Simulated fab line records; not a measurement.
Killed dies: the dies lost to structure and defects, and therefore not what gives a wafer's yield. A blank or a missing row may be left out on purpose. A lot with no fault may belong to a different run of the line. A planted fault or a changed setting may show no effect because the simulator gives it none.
Chamber matching | flow n5-finfet | uv-cure-03 running N5_BEOL_M9_CURE_71: 3 sister chambers
The step cures SiCOH lowk, time 240 s. 5 wafers are shown with their chamber, then 8 later ones without.

## WAFERS PAIRED WITH THEIR CHAMBERS
wafer  | chamber | wafer_temp_C_max | lamp-power-pct (%)
L087.5 | 0       | 387.1            | 52.22
L087.6 | 0       | 386.5            | 52.26
L089.4 | 1       | 388.3            | 52.27
L089.6 | 1       | 388.3            | 52.24
L093.1 | 2       | 386.1            | 52.39

## WAFERS MISSING THEIR CHAMBER
wafer  | wafer_temp_C_max | lamp-power-pct (%)
L093.4 | 386.3            | 52.27
L093.6 | 386.2            | 52.31
L094.1 | 386.5            | 52.26
L094.2 | 386.8            | 52.31
L094.3 | 387.7            | 52.33
L096.1 | 386.4            | 52.30
L096.3 | 386.6            | 52.29
L096.5 | 386.0            | 52.36

## THE CHAMBER EACH PASSED THROUGH
wafer  | from the rows above     | in truth
L093.4 | 0                       | 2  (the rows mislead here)
L093.6 | can't be placed: 2 or 0 | 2
L094.1 | 0                       | 0
L094.2 | can't be placed: 0 or 2 | 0
L094.3 | can't be placed: 1 or 0 | 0
L096.1 | can't be placed: 0 or 2 | 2
L096.3 | 0                       | 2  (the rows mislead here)
L096.5 | 2                       | 2
Correct placement for 2 of the 8. Cannot be placed on the basis of these rows: 4; the candidates contain the true chamber in 4. 2 placed wrongly.
How it was worked out, from the rows above alone: a wafer's distance from a chamber is the root of the sum, over the readings, of the square of ((its reading less the chamber's mean) divided by the reading's scatter). The wafer belongs to the nearest chamber; if the next one is less than 2 further off, it can't be placed. A chamber's mean is the mean of its shown wafers. The scatter is the square root of a quotient: the sum, over the shown wafers, of each reading's squared deviation from its chamber's mean, divided by wafers minus chambers.
